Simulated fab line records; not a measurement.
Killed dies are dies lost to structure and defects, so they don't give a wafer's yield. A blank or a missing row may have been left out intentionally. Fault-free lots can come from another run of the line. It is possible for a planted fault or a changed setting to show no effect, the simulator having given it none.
Matching of chambers | flow n5_finfet | 4 sister chambers for N5_DUMMY_REMOVAL_STRIP_10 on rie_diel-06
The step strips in N2/H2, time 40 s. 7 wafers are shown with their chamber, then 7 later ones without.

EACH WAFER AND ITS CHAMBER
wafer  | chamber | throttle_valve_pct (%) | oes_product_au (a.u.)
L077.4 | 2       | 12.34                  | 0.80
L082.5 | 3       | 11.87                  | 0.90
L082.6 | 0       | 12.79                  | 0.70
L089.1 | 0       | 12.82                  | 0.70
L089.6 | 1       | 11.90                  | 0.90
L092.1 | 1       | 11.92                  | 0.89
L092.3 | 2       | 12.41                  | 0.77

WAFERS WHOSE CHAMBER IS MISSING
wafer  | throttle_valve_pct (%) | oes_product_au (a.u.)
L092.4 | 11.87                  | 0.88
L095.3 | 12.43                  | 0.76
L095.4 | 11.92                  | 0.87
L095.6 | 12.83                  | 0.69
L097.4 | 11.94                  | 0.87
L097.5 | 11.90                  | 0.87
L097.6 | 12.85                  | 0.69

WHICH CHAMBER EACH ONE RAN IN
wafer  | from the rows above     | in truth
L092.4 | can't be placed: 3 or 1 | 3
L095.3 | 2                       | 2
L095.4 | can't be placed: 1 or 3 | 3
L095.6 | 0                       | 0
L097.4 | can't be placed: 1 or 3 | 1
L097.5 | can't be placed: 1 or 3 | 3
L097.6 | 0                       | 0
Correctly placed: 3 of 7. From these rows, 4 cannot be placed; in 4 the true chamber is one of the candidates. Wrongly placed: 0.
How it was worked out, from the rows above alone: a wafer's distance from a chamber is the root of the sum, over the readings, of the square of ((its reading less the chamber's mean) divided by the reading's scatter). The wafer belongs to the nearest chamber; if the next one is less than 2 further off, it can't be placed. For every chamber, the mean is computed from those of its wafers that are shown. How the scatter is found: for the shown wafers, subtract from each reading the mean of its chamber, square and add these, divide the total by (wafers less chambers), then take the root.
